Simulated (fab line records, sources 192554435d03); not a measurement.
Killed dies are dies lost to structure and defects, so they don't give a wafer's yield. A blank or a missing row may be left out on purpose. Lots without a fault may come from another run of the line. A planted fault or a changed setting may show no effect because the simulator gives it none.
Chamber matching | flow n5_finfet | N5_BEOL_M5_STRIP_64 on rie_diel-01: 4 sister chambers
The step strips in CF4. 4 wafers are shown with their chamber, then 7 later ones without.

WAFERS WITH THEIR CHAMBER
wafer  | chamber | showerhead_plenum_p_Torr (Torr)
L088.1 | 2       | 1.74
L088.4 | 1       | 1.72
L089.3 | 3       | 1.73
L095.4 | 0       | 1.85

WAFERS WITHOUT THEIR CHAMBER
wafer  | showerhead_plenum_p_Torr (Torr)
L095.5 | 1.71
L093.3 | 1.85
L093.4 | 1.85
L093.6 | 1.71
L096.3 | 1.71
L096.4 | 1.73
L096.6 | 1.73

WHICH CHAMBER EACH WENT THROUGH
wafer  | from the rows above          | in truth
L095.5 | can't be placed: 1 or 3      | 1
L093.3 | 0                            | 0
L093.4 | 0                            | 0
L093.6 | can't be placed: 1 or 3      | 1
L096.3 | can't be placed: 1 or 3      | 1
L096.4 | can't be placed: 3 or 1 or 2 | 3
L096.6 | can't be placed: 3 or 1 or 2 | 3
Placed correctly: 2 of 7. Can't be placed from these rows: 5 (the true chamber is among the candidates in 5). Placed wrongly: 0.
How it was worked out, from the rows above alone: a wafer's distance from a chamber is the root of the sum, over the readings, of the square of ((its reading less the chamber's mean) divided by the reading's scatter). The wafer belongs to the nearest chamber; if the next one is less than 2 further off, it can't be placed. A chamber's mean is the mean of its shown wafers. The scatter: with one shown wafer a chamber, the root of the mean of the squares of how far each hidden wafer lies from its nearest shown one.
